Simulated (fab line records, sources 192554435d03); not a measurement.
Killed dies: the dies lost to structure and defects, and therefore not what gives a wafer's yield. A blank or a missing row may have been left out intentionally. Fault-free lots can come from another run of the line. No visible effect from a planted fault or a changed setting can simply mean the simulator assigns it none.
fab line records -- flow n5_finfet
record: lots: 4, wafers: 12, last_day: 17
route steps=1938 shown BEOL_M6@1256 BEOL_M7@1263
lots untouched by any fault: they come from a run of this same line in which no faults occurred
start_h: hours from the record's first day to the start of the lot's first wafer shown -- wait_h: hours elapsed since this lot's preceding step -- " repeats the value in the row above -- L1.1+2: a row that stands for several wafers -- - either no value or no given start -- * or withheld: withheld -- < > ~ a bound
route shown NAME@n: names a module that has steps shown in the file, with the first one's number in the route -- usual: mean/standard deviation of fault-free wafers -- same: alike in all rows -- chamber/n: place in a boat -- sites: readings site by site -- _std_site: the standard deviation of these -- _edge_site: inner sites' mean taken away from outer sites' mean -- radius_mm: for every site, how far away it sits from the centre of the wafer -- mask NAME#n: copy n -- behind: the tool/chamber that last shaped the wafer -- hold: why the lot went on hold/how many hours it stayed there/how the hold came to an end -- device: names the non-switching transistor (n, p or np) -- end of line: tests of these same wafers at the route's end -- a step with no rows: only its recipe -- killed: not the wafer's yield, but the dies lost to structure and defects at the first sort -- map: a wafer's dies, x killed, . not, _ none there
set.NAME: the setting the step ran with; set.NAME@STEP: the setting that earlier step ran with -- model.NAME: the simulator's own value behind a step, which no gauge read
certain route steps with their lots: each step a table, each wafer a row
services: a tool's chamber out of use, with start hour (start_h, from the record's first day; less than 0 if before it), hours out, and reason
== steps ==
step: N5_BEOL_M6_ANNEAL_51
recipe: temp_c: 225, time_s: 90, ambient: N2
step: N5_BEOL_M6_CMP_52
recipe: stop_on: SiCOH_lowk, t_overpolish_s: 6.9, down_force_psi: 1, platen_rpm: 50, clearing_platen_down_force_psi: 1.5, clearing_platen_rpm: 50, post_cmp_clean: cu_alkaline, target_thk_nm: 80, clearing_platen_pad_velocity_m_s: 0.99484, pad_velocity_m_s: 0.99484
step: N5_BEOL_M6_PRE_CLEAN_55
recipe: gas: NH3, time_s: 15, temp_c: withheld, rf_power_w: 300
step: N5_BEOL_M6_DEP_56
recipe: material: SiCN, target_thk_a: 100, temp_c: withheld, precursor: 3MS/NH3, pressure_torr: 3, rf_w: 202, time_s: 17.5
step: N5_BEOL_M7_ILD_DEP_00
recipe: material: SiCOH_lowk, target_thk_a: 1797.5, temp_c: 300, precursor: DEMS/porogen, pressure_torr: 5, rf_w: 500, time_s: 33.4
step: N5_BEOL_M7_CURE_74
recipe: temp_c: 385, time_s: 240, ambient: He/Ar, material: SiCOH_lowk
step: N5_BEOL_M7_PECVD_70
recipe: material: SiO2, target_thk_a: 200, temp_c: 400, precursor: TEOS/O2, pressure_torr: 5.5, rf_w: 450, teos_flow_sccm: 53.8, gas: O2, flow_sccm: 3000, time_s: 22.7
step: N5_BEOL_M7_HM_DEP_02
recipe: material: TiN, target_thk_a: 200, temp_c: 25, chamber_pressure_pa: 0.49996
step: N5_BEOL_M7_COAT_59
recipe: resist: SOC, temp_c: 250, time_s: 60, spin_rpm: 1500, resist_thk_nm: 100
usual: spin_speed_rpm: 1500.1/0.88
lot.wafer,tool,chamber,start_h,wait_h,spin_speed_rpm,model.SOC_of_BEOL_M7_COAT_59.thk_nm
L801.1,litho_track-04,0,233.10,0.1,1498.6,100.2
L801.3,litho_track-04,0,233.10,0.1,1499.4,100.2
L801.4,litho_track-04,0,233.10,0.1,1499.6,100.2
L811.3,litho_track-04,0,289.95,0.1,1601.4,96.6
L811.5,litho_track-04,0,289.95,0.1,1599.9,96.6
L811.6,litho_track-04,0,289.95,0.1,1601.2,96.8
L812.1,litho_track-04,0,309.88,0.1,1602.1,96.6
L812.4,litho_track-04,0,309.88,0.1,1602.8,96.6
L812.5,litho_track-04,0,309.88,0.1,1602.6,96.4
L814.1,litho_track-03,0,311.62,0.1,1498.5,99.6
L814.4,litho_track-03,0,311.62,0.1,1498.6,99.8
L814.6,litho_track-03,0,311.62,0.1,1500.1,99.4
step: N5_BEOL_M7_COAT_60
recipe: resist: SiARC, temp_c: 220, time_s: 60, spin_rpm: 1500, resist_thk_nm: 35
step: N5_BEOL_M7_COAT_05
recipe: resist: CAR-ArF, spin_rpm: 1500, resist_thk_nm: 90
step: N5_BEOL_M7_EBR_07
recipe: solvent: PGMEA, ebr_width_mm: 1.5
step: N5_BEOL_M7_SOFTBAKE_06
recipe: temp_c: 110, time_s: 60, resist: CAR-ArF
step: N5_BEOL_M7_EXPOSE_08
recipe: mask_id: M7, na: 1.35, source_shape: dipole, sigma_inner: 0.817, sigma_outer: 0.97, polarization: te, dose_mj: 68.25
step: N5_BEOL_M7_PEB_09
recipe: peb_temp_c: withheld, peb_time_s: 60, resist: CAR-ArF
step: N5_BEOL_M7_DEVELOP_10
recipe: develop_time_s: 30, developer: TMAH, resist: CAR-ArF, rinse_liquid: diw, dry: air_spin, dev_temp_c: 23
step: N5_BEOL_M7_DESCUM_16
recipe: chemistry: O2, time_s: 7.9, source_power_w: 50, bias_power_w: 20, pressure_mtorr: 20, rf_frequency_hz: 2.712e+07, temp_c: 40, resist: CAR-ArF, o2_flow_sccm: 225
step: N5_BEOL_M7_ETCH_61
recipe: chemistry: CF4, target: SiARC, target_depth_a: 455, mask_material: CAR-ArF, time_s: 75.8, ion_energy_ev: 80, pressure_mtorr: 40, source_w: 545, bias_w: 36, Ar_flow_sccm: 100, cf4_flow_sccm: 100, ends: cleared
step: N5_BEOL_M7_ETCH_62
recipe: chemistry: N2/H2, target: SOC, target_depth_a: 1100, overetch_a: 220, mask_material: SiARC, temp_c: 40, time_s: 165, ion_energy_ev: 200, pressure_mtorr: 30, source_w: 840, bias_w: 150, n2_flow_sccm: 200, h2_flow_sccm: 200
usual: drypump_motor_current_A: 5.8/0.39, oes_product_au: 0.67/0.076, rf_vpp_V: 523.0/2.4, showerhead_plenum_p_Torr: 2.52/0.078, throttle_valve_pct: 17.90/0.24
lot.wafer,tool,chamber,start_h,wait_h,drypump_motor_current_A,oes_product_au,rf_hours_counter_h,rf_vpp_V,showerhead_plenum_p_Torr,throttle_valve_pct,model.etch.depth_nm
L801.1,rie_diel-02,0,233.52,0.0,4.8,0.82,6,525.5,2.60,17.72,100.2
L801.3,rie_diel-02,2,233.52,0.0,6.1,0.72,71,521.4,2.47,17.82,100.2
L801.4,rie_diel-02,3,233.52,0.0,5.9,0.61,188,519.4,2.43,17.90,100.2
L811.3,rie_diel-03,3,290.50,0.0,5.5,0.58,205,527.6,2.63,18.01,96.64
L811.5,rie_diel-03,2,290.50,0.0,5.7,0.57,-,519.6,2.41,17.97,96.6
L811.6,rie_diel-03,1,290.50,0.0,5.8,0.58,-,522.4,2.52,18.32,96.8
L812.1,rie_diel-05,2,310.99,0.0,6.2,0.74,38,521.4,2.48,17.76,96.65
L812.4,rie_diel-05,3,310.99,0.0,6.4,0.62,180,524.5,2.52,18.13,96.59
L812.5,rie_diel-05,0,310.99,0.0,5.8,0.56,-,521.1,2.50,17.79,96.47
L814.1,rie_diel-05,0,312.57,0.0,5.8,0.58,246,523.5,2.50,17.78,99.6
L814.4,rie_diel-05,2,312.57,0.0,6.2,0.75,38,522.8,2.48,17.73,99.8
L814.6,rie_diel-05,0,312.57,0.0,5.8,0.58,-,521.2,2.50,17.80,99.46
step: N5_BEOL_M7_STRIP_68
recipe: chemistry: N2/H2, temp_c: 40, n2_flow_sccm: 200, h2_flow_sccm: 200, rf_frequency_hz: 6e+07
step: N5_BEOL_M7_STRIP_67
recipe: chemistry: CF4, resist: SiARC, power_w: 300, bias_power_w: 75, pressure_mtorr: 50, cf4_flow_sccm: 150, rf_frequency_hz: 6e+07
step: N5_BEOL_M7_HM_OPEN_17
recipe: chemistry: Cl2/BCl3, target_depth_a: 200, overetch_a: 60, target: TiN, mask_material: SOC, ion_energy_ev: 150, pressure_mtorr: 10, icp_w: 1000, bias_w: 126, Cl2_flow_sccm: 53.25, bcl3_flow_sccm: 21.75, Ar_flow_sccm: 25
usual: drypump_motor_current_A: 6.0/0.51, oes_ar_750_au: 0.82/0.075, oes_product_au: 0.70/0.061, throttle_valve_pct: 22.01/0.22
lot.wafer,tool,chamber,start_h,wait_h,drypump_motor_current_A,oes_ar_750_au,oes_product_au,rf_hours_counter_h,throttle_valve_pct,model.SOC_of_BEOL_M7_COAT_59.thk_nm
L801.1,rie_metal-01,0,233.71,0.0,6.7,0.95,0.79,3,22.05,92
L801.3,rie_metal-01,1,233.71,0.0,6.1,0.77,0.66,-,21.82,92.2
L801.4,rie_metal-01,0,233.71,0.0,6.8,0.95,0.79,-,22.05,92.2
L811.3,rie_metal-02,0,290.72,0.1,5.7,0.96,0.82,-,21.84,88.8
L811.5,rie_metal-02,0,290.72,0.1,5.7,0.96,0.82,-,21.84,88.6
L811.6,rie_metal-02,1,290.72,0.1,6.0,0.80,0.70,-,22.37,88.8
L812.1,rie_metal-02,0,311.17,0.0,5.7,0.94,0.81,2,21.83,88.6
L812.4,rie_metal-02,0,311.17,0.0,5.7,0.94,0.81,-,21.84,88.8
L812.5,rie_metal-02,1,311.17,0.0,6.0,0.80,0.69,-,22.37,88.4
L814.1,rie_metal-01,0,312.75,0.0,6.7,0.89,0.74,12,22.07,91.6
L814.4,rie_metal-01,1,312.75,0.0,6.2,0.75,0.64,-,21.87,91.8
L814.6,rie_metal-01,1,312.75,0.0,6.2,0.75,0.65,-,21.86,91.6
step: N5_BEOL_M7_STRIP_19
recipe: chemistry: O2, power_w: 400, temp_c: 40, pressure_mtorr: 30, rf_frequency_hz: 6e+07, bias_power_w: 0, overash_fraction: 0.2, o2_flow_sccm: 225
== services ==
tool,chamber,start_h,hours,kind
rie_diel-05,1,213.83,14.7,repair
rie_diel-05,-,217.62,0.7,repair
rie_diel-05,3,227.96,6.0,repair
rie_diel-05,1,229.85,2.6,repair
rie_diel-02,-,241.35,2.8,pm
rie_diel-05,0,249.90,1.2,repair
rie_diel-02,3,250.98,4.4,repair
rie_diel-03,3,251.86,6.5,repair
rie_metal-02,-,254.09,14.6,pm
rie_metal-02,0,269.00,-,clean
rie_metal-02,0,269.00,16.5,scheduled_down
rie_metal-02,0,269.00,16.5,vent_cycle
rie_diel-05,2,281.14,7.1,repair
rie_diel-02,0,294.77,12.3,repair
rie_diel-03,1,312.30,15.5,repair
== key ==
first_sign: step: N5_BEOL_M7_COAT_59, reading: spin_speed_rpm, direction: up, sigmas: 99+, usual: *, struck: *
effect none on later readings
model_effect: step: N5_BEOL_M7_COAT_59, value: SOC_of_BEOL_M7_COAT_59.thk_nm, without: 99.8, struck: 96.6
model_effect: step: N5_BEOL_M7_ETCH_62, value: etch.depth_nm, without: 99.83, struck: 96.62
model_effect: step: N5_BEOL_M7_HM_OPEN_17, value: SOC_of_BEOL_M7_COAT_59.thk_nm, without: 91.87, struck: 88.67
met_at N5_BEOL_M7_COAT_59
struck_wafers L811.3,L811.5,L811.6,L812.1,L812.4,L812.5
onset_between 233.10 289.95
fault: kind: process_parameter_drift, tool: litho_track-04, chamber: -, onset_h: 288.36, steps: N5_BEOL_M7_COAT_59, channel: spin_rpm, offset: *, shape: step, end_h: 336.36, acts_in: *, stated: *
